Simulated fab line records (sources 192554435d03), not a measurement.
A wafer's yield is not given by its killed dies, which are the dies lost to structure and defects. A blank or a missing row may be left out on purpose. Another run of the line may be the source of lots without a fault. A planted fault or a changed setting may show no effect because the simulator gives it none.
A single fault, viewed from 2 desks || flow n5 finfet || what lay behind the numbers comes last; until then each desk has only its own

AT THE METROLOGY DESK
What the gauges read, lot by lot, whatever tool the lot ran on: means of the sampled wafers that have a number. Any lot whose mean is over 4 standard deviations away from the usual mean is out of limits and marked OUT; that distance is given in the brackets.
Columns: A = cd nm at N5_DUMMY_GATE_CD_MEAS_24, usual 15.0 nm
{"lot": "L389", "first seen here": "day 3 01:08", "A": 15.1}
{"lot": "L393", "first seen here": "day 3 23:33", "A": 15.2}
{"lot": "L392", "first seen here": "day 4 00:20", "A": 15.0}
{"lot": "L395", "first seen here": "day 4 12:57", "A": 14.2}
{"lot": "L396", "first seen here": "day 4 18:56", "A": 15.6}
{"lot": "L397", "first seen here": "day 5 07:28", "A": 14.8}
{"lot": "L398", "first seen here": "day 5 10:38", "A": 14.8}
{"lot": "L399", "first seen here": "day 5 22:29", "A": 15.4}
{"lot": "L403", "first seen here": "day 6 13:54", "A": 15.4}
{"lot": "L408", "first seen here": "day 7 18:42", "A": 15.1}
{"lot": "L409", "first seen here": "day 8 01:27", "A": 15.1}
Result from this desk: across the 11 lots, nothing is out of limits.

THE TOOL OWNER'S DESK: rie diel-06
The tool's own readings at N5_SD_EPI_N_ETCH_34 (etches SiARC in CF4, target depth 45.5 nm, time 75.8 s): means of the sampled wafers that have a number, for each lot that ran on this tool. Any lot whose mean is over 4 standard deviations away from the usual mean is out of limits and marked OUT; that distance is given in the brackets.
Columns: A = cf4 flow sccm at N5_SD_EPI_N_ETCH_34, usual 100.0 sccm; B = drypump motor current A at N5_SD_EPI_N_ETCH_34, usual 5.9 A; C = etch rf on time s at N5_SD_EPI_N_ETCH_34, usual 77.3 s; D = oes product au at N5_SD_EPI_N_ETCH_34, usual 0.66 a.u.; E = rf vpp V at N5_SD_EPI_N_ETCH_34, usual 184.4 V; F = showerhead plenum p Torr at N5_SD_EPI_N_ETCH_34, usual 2.17 Torr; G = throttle valve pct at N5_SD_EPI_N_ETCH_34, usual 15.66 %
{"lot": "L393", "first seen here": "day 4 00:58", "A": 100.0, "B": 5.5, "C": 77.8, "D": 0.76, "E": 184.7, "F": 2.22, "G": 15.55}
{"lot": "L392", "first seen here": "day 4 01:49", "A": 100.2, "B": 5.8, "C": 77.1, "D": 0.70, "E": 185.2, "F": 2.22, "G": 15.67}
{"lot": "L396", "first seen here": "day 4 23:02", "A": 100.0, "B": 5.4, "C": 77.5, "D": 0.70, "E": 184.8, "F": 2.20, "G": 15.56}
{"lot": "L397", "first seen here": "day 5 09:31", "A": 99.9, "B": 5.4, "C": 77.4, "D": 0.68, "E": 183.8, "F": 2.15, "G": 15.53}
{"lot": "L408", "first seen here": "day 7 21:05", "A": 100.0, "B": 5.7, "C": "128.0 (+18) OUT", "D": 0.56, "E": 184.8, "F": 2.17, "G": 15.68}
{"lot": "L409", "first seen here": "day 8 03:11", "A": 100.1, "B": 5.5, "C": "123.8 (+17) OUT", "D": 0.58, "E": 184.1, "F": 2.19, "G": 15.61}
Finding of this desk: L408, L409 out of limits; the first was L408 at day 7 21:05, on etch rf on time s at N5_SD_EPI_N_ETCH_34. L393, L392, L396, L397: within limits.

PUT TOGETHER
On L408, L409, at day 7 21:05, an alarm was possible from the tool owner's desk.
From the metrology desk's view, nothing was out of limits.
The metrology desk has L408, L409 on record, within its limits.
Every lot named ran N5_SD_EPI_N_ETCH_34 on rie diel-06.

WHAT THE SIMULATOR PUT IN
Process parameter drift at N5_SD_EPI_N_ETCH_34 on rie diel-06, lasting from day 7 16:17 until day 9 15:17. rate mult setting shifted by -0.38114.
Shown lots that were struck: L408, L409.
Delay in hours, fault start to first out-of-limits reading, by desk: the tool owner's desk at 5.
